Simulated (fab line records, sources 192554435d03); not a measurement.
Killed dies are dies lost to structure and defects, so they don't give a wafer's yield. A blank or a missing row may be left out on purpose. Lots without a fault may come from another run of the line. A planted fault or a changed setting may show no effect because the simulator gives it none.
A struck lot beside a sound one | flow n5_finfet | 16 steps out of a route of 1938
Sound: wafers L824.2, L824.4, L824.5. Struck: wafers L843.2, L843.5, L843.6. The cause comes at the end.
At each step with rows: each side's tool, then ch and its chambers, then its first start. Under that, the readings that differ: sound wafers | struck wafers | difference of the means | sigmas: that difference in standard deviations of wafers without a fault.
alike: readings whose means differ by less than 2 such deviations, and words and numbers that are the same on both sides. not compared: withheld readings, readings that some wafer has no value for, bounds like >300 that may hide the same value, and numbers for which the record gives no deviation and whose values overlap.
The two part at a step that has a row with sigmas, a row that says differs or no value, or rows on one side only. Numbers that don't overlap but have no deviation are shown without sigmas and don't part them. A reading that every wafer of one side lacks parts them only if that side has two wafers or more.

first, 4 steps without rows for these wafers: N5_BEOL_M8_SOFTBAKE_06 (time 60 s); N5_BEOL_M8_EXPOSE_08 (exposes mask M8); N5_BEOL_M8_PEB_09 (peb time 60 s); N5_BEOL_M8_DEVELOP_10 (develop time 30 s).
N5_BEOL_M8_CD_MEAS_11: target cd 38.5 nm.
  sound on cd_sem-01 ch 0, day 9 04:12; struck on cd_sem-03 ch 0, day 14 06:11
  alike: cd_nm
N5_BEOL_M8_OVL_MEAS_12:
  sound on overlay-01 ch 0, day 9 04:14; struck on overlay-02 ch 0, day 14 06:13
  alike: M8_OVL
N5_BEOL_M8_INSPECT_13: inspects for defects (brightfield).
  sound on defect_inspect-01, day 9 04:16; struck on defect_inspect-01, day 14 06:14
  alike: raw_defect_count
N5_BEOL_M8_DESCUM_16: chemistry O2, time 7.9 s.
  sound on rie_diel-05 ch 1,2, day 9 04:21; struck on rie_diel-05 ch 0,2, day 14 06:17
  alike: drypump_motor_current_A, oes_product_au, rf_vpp_V, showerhead_plenum_p_Torr, throttle_valve_pct
  not compared: rf_hours_counter_h
N5_BEOL_M8_ETCH_61: etches SiARC in CF4, target depth 45.5 nm, time 75.8 s.
  sound on rie_diel-05 ch 1,2, day 9 04:23; struck on rie_diel-05 ch 0,2, day 14 06:19
  alike: drypump_motor_current_A, etch_rf_on_time_s, oes_product_au, rf_vpp_V, showerhead_plenum_p_Torr, throttle_valve_pct
  not compared: rf_hours_counter_h
N5_BEOL_M8_ETCH_62: etches SOC in N2/H2, target depth 110 nm, overetch 22 nm, time 165 s.
  sound on rie_diel-05 ch 1,2, day 9 04:26; struck on rie_diel-05 ch 0,2, day 14 06:22
  alike: drypump_motor_current_A, h2_flow_sccm, oes_product_au, rf_vpp_V, showerhead_plenum_p_Torr, throttle_valve_pct
  not compared: rf_hours_counter_h
then, 1 step without rows for these wafers: N5_BEOL_M8_STRIP_68 (strips in N2/H2).
N5_BEOL_M8_STRIP_67: strips in CF4.
  sound on rie_diel-05 ch 1,2, day 9 04:35; struck on rie_diel-05 ch 0,2, day 14 06:31
  alike: drypump_motor_current_A, oes_product_au, rf_vpp_V, showerhead_plenum_p_Torr, throttle_valve_pct
  not compared: rf_hours_counter_h
N5_BEOL_M8_HM_OPEN_17: chemistry Cl2/BCl3, target TiN, target depth 20 nm, overetch 6 nm.
  sound on rie_metal-02 ch 0,1, day 9 04:38; struck on rie_metal-02 ch 0,1, day 14 06:33
  no value came back on the struck wafers for any of 5 readings (bcl3_flow_sccm (sccm), bias_w (W) and others); on the sound wafers bcl3_flow_sccm (sccm) reads 21.58 21.66 21.66
  reading                                  | sound          | struck       | difference | sigmas
  model.SOC_of_BEOL_M8_COAT_59.thk_nm (nm) | 92.4 92.2 92.4 | 100 99.8 100 | +8         |
  not compared: rf_hours_counter_h
N5_BEOL_M8_STRIP_19: strips in O2.
  sound on rie_diel-01 ch 1,2,3, day 9 04:44; struck on rie_diel-06 ch 1,2, day 14 06:40
  reading               | sound          | struck         | difference | sigmas
  oes_product_au (a.u.) | 0.70 0.67 0.70 | 0.99 0.97 0.87 | +0.25      | +3
  alike: drypump_motor_current_A, rf_vpp_V, showerhead_plenum_p_Torr, throttle_valve_pct
  not compared: rf_hours_counter_h
N5_BEOL_M8_CD_MEAS_18: pitch 80 nm, target cd 40 nm.
  sound on cd_sem-02, day 9 04:49; struck on cd_sem-01, day 14 06:44
  reading    | sound          | struck | difference                    | sigmas
  cd_nm (nm) | 40.2 40.0 39.8 | - - -  | no value on the struck wafers |
then, 1 step without rows for these wafers: N5_BEOL_M8_COAT_63 (time 60 s, resist thk 60 nm).

WHERE THEY PART
First at N5_BEOL_M8_HM_OPEN_17; last, within this record, at N5_BEOL_M8_CD_MEAS_18.

WHY: what the simulator had put in
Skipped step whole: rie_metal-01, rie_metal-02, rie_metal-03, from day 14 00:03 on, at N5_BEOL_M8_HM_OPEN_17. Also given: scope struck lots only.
